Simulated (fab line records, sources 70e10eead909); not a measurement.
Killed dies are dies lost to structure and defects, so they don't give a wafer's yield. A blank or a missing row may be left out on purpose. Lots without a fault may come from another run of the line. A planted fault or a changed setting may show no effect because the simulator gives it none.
fab line records | flow nand_harc
record lots=5 wafers=15 last_day=24
route steps=1159 shown A_CONTACT@873 END@1159
lots that met no fault: from a run of the same line without faults
start_h: hours from the record's first day to the start of the lot's first wafer shown | wait_h: hours since the lot's step before | " the same as in the row above | L1.1+2: a row that stands for several wafers | - no value, or no start given | * or withheld: withheld | < > ~ a bound
route shown NAME@n: a module of which the file shows steps, and the number in the route of the first | usual: mean/standard deviation of fault-free wafers | same: alike in all rows | chamber/n: place in a boat | sites: the reading at each site | _std_site: their standard deviation | _edge_site: outer sites' mean less inner sites' | radius_mm: how far each site lies from the wafer's centre | mask NAME#n: copy n | behind: the tool/chamber that last shaped the wafer | hold: why the lot was held/for how many hours/how that ended | device: the transistor (n, p or np) that didn't switch | end of line: the same wafers' tests at the end of the route | a step without rows: its recipe alone | killed: dies lost to structure and defects at the first sort, not the wafer's yield | map: a wafer's dies, x killed, . not, _ none there
set.NAME: the setting as run; set.NAME@STEP: as run at that earlier step | model.NAME: the simulator's own value behind a step, which no gauge read
lots at some steps of the route; a table a step, a row a wafer
services: from which hour (start_h, from the record's first day; less than 0 if before it) a tool's chamber was out of use, for how many hours, and why
## steps
# step NHARC_A_CONTACT_ETCH_122
# recipe source_w=withheld pressure_mtorr=20 bias_v=3000 time_s=95 target_depth_a=9300 ar_flow_sccm=withheld c4f8_flow_sccm=withheld o2_flow_sccm=withheld chemistry=C4F8/O2/Ar
# step NHARC_A_CONTACT_ETCH_123
# recipe source_w=withheld pressure_mtorr=20 bias_v=400 time_s=253 target_depth_a=10900 ar_flow_sccm=withheld c4f8_flow_sccm=11.5 o2_flow_sccm=7.2 chemistry=C4F8/O2/Ar
# step NHARC_A_CONTACT_ETCH_90
# recipe target_depth_a=400 over_etch_frac=0.5 time_s=85.7 ion_energy_ev=120 ch3f_flow_sccm=50 o2_flow_sccm=30 ar_flow_sccm=200 rf_w=500 bias_w=100 chemistry=CH3F/O2
# step NHARC_A_CONTACT_ETCH_96
# recipe target_depth_a=200 over_etch_frac=0.5 time_s=10 ion_energy_ev=250 c4f6_flow_sccm=25 o2_flow_sccm=20 ar_flow_sccm=500 rf_w=600 bias_w=500 chemistry=C4F6/O2
# step NHARC_A_CONTACT_STRIP_99
# recipe n2_flow_sccm=150 h2_flow_sccm=150 ar_flow_sccm=0 bias_w=0 chemistry=N2/H2
# step NHARC_A_CONTACT_STRIP_100
# recipe cf4_flow_sccm=100 chf3_flow_sccm=30 ar_flow_sccm=0 bias_w=0 chemistry=CF4/CHF3
# step NHARC_A_CONTACT_STRIP_101
# recipe o2_flow_sccm=400 cos_flow_sccm=20 ar_flow_sccm=0 bias_w=0 chemistry=O2/COS
# step NHARC_A_CONTACT_ETCH_102
# recipe target_depth_a=700 overetch_a=70 time_s=38.5 ion_energy_ev=100 cf4_flow_sccm=80 o2_flow_sccm=20 ar_flow_sccm=0 rf_w=300 bias_w=100 chemistry=CF4/O2
# step NHARC_A_CONTACT_STRIP_55
# recipe o2_flow_sccm=500 ar_flow_sccm=0 bias_w=0 chemistry=O2
# step NHARC_A_CONTACT_STRIP_56
# recipe time_s=600 temp_c=30 chemistry=post_etch_residue_remover
# step NHARC_A_CONTACT_DEP_57
# recipe target_thk_a=28000 temp_c=400 material=aC
# step NHARC_A_CONTACT_DEP_58
# recipe target_thk_a=600 target_thk_nm=60 temp_c=400 pressure_torr=3.5 flow_sccm=200 rf_w=350 material=SiON
# usual heater_power_w=748/140 susceptor_temp_C=400.00/0.23
# columns lot.wafer tool chamber start_h wait_h heater_power_w since_wet_clean_h susceptor_temp_C
L456.3 pecvd-04 0 425.88 0.9 701 37 399.85
L456.1 " 1 " " 879 37 399.54
L456.6 " 0 " " 713 - 399.85
L459.3 pecvd-03 0 447.72 1.0 840 143 400.32
L459.5 " 1 " " 599 - 400.06
L459.6 " 2 " " 606 - 399.68
L464.3 pecvd-04 1 473.57 1.0 930 84 400.09
L464.1 " 2 " " 570 85 400.28
L464.5 " 1 " " 935 - 400.33
L466.1 pecvd-04 2 481.47 1.5 699 92 400.20
L466.6 " 1 " " 897 - 400.19
L466.5 " 2 " " 686 - 399.77
L468.1 pecvd-04 1 504.03 1.5 980 115 399.87
L468.3 " 2 " " 661 115 399.88
L468.4 " 2 " " 653 - 400.29
# step NHARC_A_CONTACT_DEHYDRATE_59
# recipe temp_c=150 time_s=120
# step NHARC_A_CONTACT_HMDS_60
# recipe time_s=30
# step NHARC_A_CONTACT_COAT_61
# recipe temp_c=260 time_s=75
# step NHARC_A_CONTACT_COAT_62
# recipe temp_c=225 time_s=65
# step NHARC_A_CONTACT_COAT_63
# recipe spin_rpm=1500 resist_thk_nm=90
# step NHARC_A_CONTACT_SOFTBAKE_64
# recipe temp_c=105 time_s=55
# step NHARC_A_CONTACT_EBR_65
# step NHARC_A_CONTACT_EXPOSE_66
# recipe na=1.35 sigma_outer=0.8 dose_mj=59.02 mask_id=A_CC_2
# step NHARC_A_CONTACT_PEB_67
# recipe peb_temp_c=100 peb_time_s=65
# step NHARC_A_CONTACT_DEVELOP_68
# recipe develop_time_s=35 dev_temp_c=23
# step NHARC_A_CONTACT_DESCUM_74
# recipe time_s=3 o2_flow_sccm=200 ar_flow_sccm=0 bias_power_w=0 chemistry=O2
# step NHARC_A_CONTACT_ETCH_75
# recipe target_depth_a=390 over_etch_frac=0.3 time_s=65 ion_energy_ev=80 cf4_flow_sccm=150 ar_flow_sccm=0 rf_w=300 bias_w=100 chemistry=CF4
# step NHARC_A_CONTACT_ETCH_76
# recipe target_depth_a=2600 over_etch_frac=0.3 time_s=475.3 ion_energy_ev=200 n2_flow_sccm=150 h2_flow_sccm=150 ar_flow_sccm=0 rf_w=400 bias_w=150 chemistry=N2/H2
# step NHARC_A_CONTACT_ETCH_77
# recipe target_depth_a=726 time_s=36.3 cf4_flow_sccm=100 chf3_flow_sccm=30 ar_flow_sccm=0 rf_w=500 bias_w=200 chemistry=CF4/CHF3
# step NHARC_A_CONTACT_ETCH_78
# recipe target_depth_a=28000 over_etch_frac=0.3 time_s=728 ion_energy_ev=150 o2_flow_sccm=400 cos_flow_sccm=20 ar_flow_sccm=0 rf_w=500 bias_w=300 chemistry=O2/COS
# step NHARC_A_CONTACT_ETCH_124
# recipe source_w=withheld pressure_mtorr=20 bias_v=withheld time_s=140 target_depth_a=7000 ar_flow_sccm=withheld c4f8_flow_sccm=withheld o2_flow_sccm=withheld chemistry=C4F8/O2/Ar
# step NHARC_A_CONTACT_ETCH_125
# recipe source_w=withheld pressure_mtorr=20 bias_v=1200 time_s=155 target_depth_a=9560 ar_flow_sccm=withheld c4f8_flow_sccm=withheld o2_flow_sccm=withheld chemistry=C4F8/O2/Ar
# step NHARC_A_CONTACT_ETCH_126
# recipe source_w=withheld pressure_mtorr=20 bias_v=1200 time_s=155 target_depth_a=9560 ar_flow_sccm=withheld c4f8_flow_sccm=withheld o2_flow_sccm=withheld chemistry=C4F8/O2/Ar
# step NHARC_A_CONTACT_ETCH_127
# recipe source_w=withheld pressure_mtorr=20 bias_v=1200 time_s=155 target_depth_a=9560 ar_flow_sccm=withheld c4f8_flow_sccm=withheld o2_flow_sccm=withheld chemistry=C4F8/O2/Ar
# step NHARC_A_CONTACT_ETCH_128
# recipe source_w=withheld pressure_mtorr=20 bias_v=1200 time_s=155 target_depth_a=9560 ar_flow_sccm=withheld c4f8_flow_sccm=withheld o2_flow_sccm=withheld chemistry=C4F8/O2/Ar
# step NHARC_A_CONTACT_ETCH_129
# recipe source_w=withheld pressure_mtorr=20 bias_v=1200 time_s=155 target_depth_a=9560 ar_flow_sccm=withheld c4f8_flow_sccm=withheld o2_flow_sccm=withheld chemistry=C4F8/O2/Ar
# step NHARC_A_CONTACT_ETCH_130
# recipe source_w=withheld pressure_mtorr=20 bias_v=1200 time_s=155 target_depth_a=9560 ar_flow_sccm=withheld c4f8_flow_sccm=withheld o2_flow_sccm=withheld chemistry=C4F8/O2/Ar
# step NHARC_A_CONTACT_ETCH_131
# recipe source_w=withheld pressure_mtorr=20 bias_v=1200 time_s=155 target_depth_a=9560 ar_flow_sccm=withheld c4f8_flow_sccm=withheld o2_flow_sccm=withheld chemistry=C4F8/O2/Ar
# step NHARC_A_CONTACT_ETCH_132
# recipe source_w=withheld pressure_mtorr=20 bias_v=1200 time_s=156 target_depth_a=9580 ar_flow_sccm=withheld c4f8_flow_sccm=withheld o2_flow_sccm=withheld chemistry=C4F8/O2/Ar
# step NHARC_A_CONTACT_ETCH_133
# recipe source_w=withheld pressure_mtorr=20 bias_v=400 time_s=195 target_depth_a=8400 ar_flow_sccm=withheld c4f8_flow_sccm=11.5 o2_flow_sccm=7.2 chemistry=C4F8/O2/Ar
# step NHARC_A_CONTACT_ETCH_91
# recipe target_depth_a=400 over_etch_frac=0.5 time_s=85.7 ion_energy_ev=120 ch3f_flow_sccm=50 o2_flow_sccm=30 ar_flow_sccm=200 rf_w=500 bias_w=100 chemistry=CH3F/O2
# step NHARC_END_SORT_01
# recipe temp_c=25
# usual killed_at_array=27/11 killed_at_other=0.7/0.93 killed_at_periphery=2.9/1.9 killed_dies=30/11 killed_open=3.1/1.7 killed_short=1.9/1.3
# same gross_dies=677
# columns lot.wafer tool chamber start_h wait_h killed_at_array killed_at_other killed_at_periphery killed_dies killed_open killed_short
L459.3 prober-02 0 508.08 3.1 33 0 1 34 2 0
L459.5 prober-02 0 509.66 3.7 25 1 4 30 1 2
L459.6 prober-02 0 510.44 3.9 35 0 2 37 4 3
L464.1 prober-02 0 549.70 2.5 675 0 2 677 8 2
L466.1 prober-02 0 557.40 2.5 671 1 5 677 5 2
L466.5 prober-02 0 560.63 3.7 675 0 2 677 4 1
L468.3 prober-01 0 569.17 3.1 673 0 4 677 3 1
L468.4 prober-01 0 569.97 3.4 671 1 5 677 3 1
# killed by level:class
L459.3 A_CHANNEL_HOLE_D1:chamber_film_flake=19 A_SGD_CUT:chamber_film_flake=8 A_CONTACT:chamber_film_flake=2 P_M0:geometric_particle:open=1 A_M0:geometric_particle:open=1 A_ZERO_WELL:chamber_film_flake=1 A_STAIRCASE:chamber_film_flake=1 A_BONDPAD:chamber_film_flake=1
L459.5 A_CHANNEL_HOLE_D1:chamber_film_flake=15 P_GATE:chamber_film_flake=3 A_CONTACT:chamber_film_flake=3 A_SGD_CUT:chamber_film_flake=2 A_ONON_D1:geometric_particle:open=1 A_ONON_D1:geometric_particle:short=1 A_WL_FILL:geometric_particle:short=1 P_BONDPAD:chamber_film_flake=1
L459.6 A_CHANNEL_HOLE_D1:chamber_film_flake=21 A_SGD_CUT:chamber_film_flake=4 A_CHANNEL_FILL_D1:geometric_particle:short=2 A_CONTACT:geometric_particle:open=2 A_ZERO_WELL:chamber_film_flake=2 A_CONTACT:chamber_film_flake=2 P_M0:geometric_particle:open=1 A_CHANNEL_FILL_D1:geometric_particle:open=1
L464.1 A_CONTACT:area_dep=627 A_CHANNEL_HOLE_D1:chamber_film_flake=25 A_SLIT:chamber_film_flake=14 A_CONTACT:geometric_particle:open=3 P_STI:geometric_particle:open=1 P_GATE:geometric_particle:open=1 A_SOURCE_PLATE:geometric_particle:open=1 A_ONON_D1:geometric_particle:short=1
L466.1 A_CONTACT:area_dep=626 A_CHANNEL_HOLE_D1:chamber_film_flake=16 A_SLIT:chamber_film_flake=12 A_CONTACT:chamber_film_flake=6 A_CHANNEL_FILL_D1:chamber_film_flake=4 P_BONDPAD:chamber_film_flake=2 A_WL_FILL:chamber_film_flake=2 P_CONTACT:geometric_particle:open=1
L466.5 A_CONTACT:area_dep=624 A_SLIT:chamber_film_flake=20 A_CHANNEL_HOLE_D1:chamber_film_flake=17 A_CONTACT:chamber_film_flake=7 A_ONON_D1:geometric_particle:open=2 A_CHANNEL_FILL_D1:chamber_film_flake=2 A_M1:chamber_film_flake=2 P_M0:geometric_particle:open=1
L468.3 A_CONTACT:area_dep=647 A_CHANNEL_HOLE_D1:chamber_film_flake=21 P_M0:geometric_particle:short=1 P_M0:geometric_particle:open=1 A_ONON_D1:geometric_particle:open=1 A_CHANNEL_FILL_D1:geometric_particle:open=1 P_STI:chamber_film_flake=1 P_BONDPAD:chamber_film_flake=1
L468.4 A_CONTACT:area_dep=642 A_CHANNEL_HOLE_D1:chamber_film_flake=20 P_STI:chamber_film_flake=4 A_CHANNEL_FILL_D1:chamber_film_flake=3 A_CHANNEL_FILL_D1:geometric_particle:open=2 A_WL_FILL:chamber_film_flake=2 A_CONTACT:chamber_film_flake=2 P_CONTACT:geometric_particle:short=1
# map L464.1 (x killed, . not)
____________x____________
_________xxxxxxx_________
_______xxxxxxxxxxx_______
______xxxxxxxxxxxxx______
_____xxxxxxxxxxxxxxx_____
____xxxxxxxxxxxxxxxxx____
____xxxxxxxxxxxxxxxxx____
___xxxxxxxxxxxxxxxxxxx___
___xxxxxxxxxxxxxxxxxxx___
__xxxxxxxxxxxxxxxxxxxxx__
__xxxxxxxxxxxxxxxxxxxxx__
_xxxxxxxxxxxxxxxxxxxxxxx_
_xxxxxxxxxxxxxxxxxxxxxxx_
_xxxxxxxxxxxxxxxxxxxxxxx_
_xxxxxxxxxxxxxxxxxxxxxxx_
_xxxxxxxxxxxxxxxxxxxxxxx_
xxxxxxxxxxxxxxxxxxxxxxxxx
xxxxxxxxxxxxxxxxxxxxxxxxx
xxxxxxxxxxxxxxxxxxxxxxxxx
xxxxxxxxxxxxxxxxxxxxxxxxx
xxxxxxxxxxxxxxxxxxxxxxxxx
_xxxxxxxxxxxxxxxxxxxxxxx_
_xxxxxxxxxxxxxxxxxxxxxxx_
_xxxxxxxxxxxxxxxxxxxxxxx_
_xxxxxxxxxxxxxxxxxxxxxxx_
_xxxxxxxxxxxxxxxxxxxxxxx_
__xxxxxxxxxxxxxxxxxxxxx__
__xxxxxxxxxxxxxxxxxxxxx__
___xxxxxxxxxxxxxxxxxxx___
___xxxxxxxxxxxxxxxxxxx___
____xxxxxxxxxxxxxxxxx____
____xxxxxxxxxxxxxxxxx____
_____xxxxxxxxxxxxxxx_____
______xxxxxxxxxxxxx______
_______xxxxxxxxxxx_______
_________xxxxxxx_________
____________x____________
# map L466.1 (x killed, . not)
____________x____________
_________xxxxxxx_________
_______xxxxxxxxxxx_______
______xxxxxxxxxxxxx______
_____xxxxxxxxxxxxxxx_____
____xxxxxxxxxxxxxxxxx____
____xxxxxxxxxxxxxxxxx____
___xxxxxxxxxxxxxxxxxxx___
___xxxxxxxxxxxxxxxxxxx___
__xxxxxxxxxxxxxxxxxxxxx__
__xxxxxxxxxxxxxxxxxxxxx__
_xxxxxxxxxxxxxxxxxxxxxxx_
_xxxxxxxxxxxxxxxxxxxxxxx_
_xxxxxxxxxxxxxxxxxxxxxxx_
_xxxxxxxxxxxxxxxxxxxxxxx_
_xxxxxxxxxxxxxxxxxxxxxxx_
xxxxxxxxxxxxxxxxxxxxxxxxx
xxxxxxxxxxxxxxxxxxxxxxxxx
xxxxxxxxxxxxxxxxxxxxxxxxx
xxxxxxxxxxxxxxxxxxxxxxxxx
xxxxxxxxxxxxxxxxxxxxxxxxx
_xxxxxxxxxxxxxxxxxxxxxxx_
_xxxxxxxxxxxxxxxxxxxxxxx_
_xxxxxxxxxxxxxxxxxxxxxxx_
_xxxxxxxxxxxxxxxxxxxxxxx_
_xxxxxxxxxxxxxxxxxxxxxxx_
__xxxxxxxxxxxxxxxxxxxxx__
__xxxxxxxxxxxxxxxxxxxxx__
___xxxxxxxxxxxxxxxxxxx___
___xxxxxxxxxxxxxxxxxxx___
____xxxxxxxxxxxxxxxxx____
____xxxxxxxxxxxxxxxxx____
_____xxxxxxxxxxxxxxx_____
______xxxxxxxxxxxxx______
_______xxxxxxxxxxx_______
_________xxxxxxx_________
____________x____________
## services
# columns tool chamber start_h hours kind
pecvd-04 - 421.00 1.4 repair
pecvd-03 - 442.50 0.2 repair
pecvd-04 - 448.93 0.4 repair
pecvd-03 - 473.21 13.0 pm
pecvd-03 0 473.21 13.0 vent_cycle
pecvd-03 1 473.21 13.0 vent_cycle
pecvd-03 2 473.21 13.0 vent_cycle
pecvd-03 0 486.21 - clean
pecvd-03 1 486.21 - clean
pecvd-03 2 486.21 - clean
## key
first_sign step=NHARC_END_SORT_01 reading=killed_at_array direction=up sigmas=59 usual=27 struck=673
effect step=NHARC_END_SORT_01 reading=killed_dies direction=up sigmas=58 usual=30 struck=677
more_kills_born_at NHARC_A_CONTACT_DEP_58@pecvd-04=3166
met_at NHARC_A_CONTACT_DEP_58
struck_wafers L464.1,L466.1,L466.5,L468.3,L468.4
later_rows_left_out L464.1,L466.1,L466.5,L468.3,L468.4
tester_left_out L464,L466,L468
fault kind=process_parameter_drift tool=pecvd-04 chamber=2 onset_h=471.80 steps=NHARC_A_CONTACT_DEP_58 channel=target_thk_nm offset=33.773 shape=step end_h=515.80 acts_in=these_recipes_only stated=60
# tester_left_out: of these lots the tester's yield and bins aren't shown, on N5 and GAA mostly nor the transistor test; their killed dies are dies lost to structure and defects alone, not to doping, threshold or leakage, so they don't give the yield
# later_rows_left_out: the simulator's readings of these wafers behind a module that went badly wrong aren't trusted and aren't shown, but for the sort
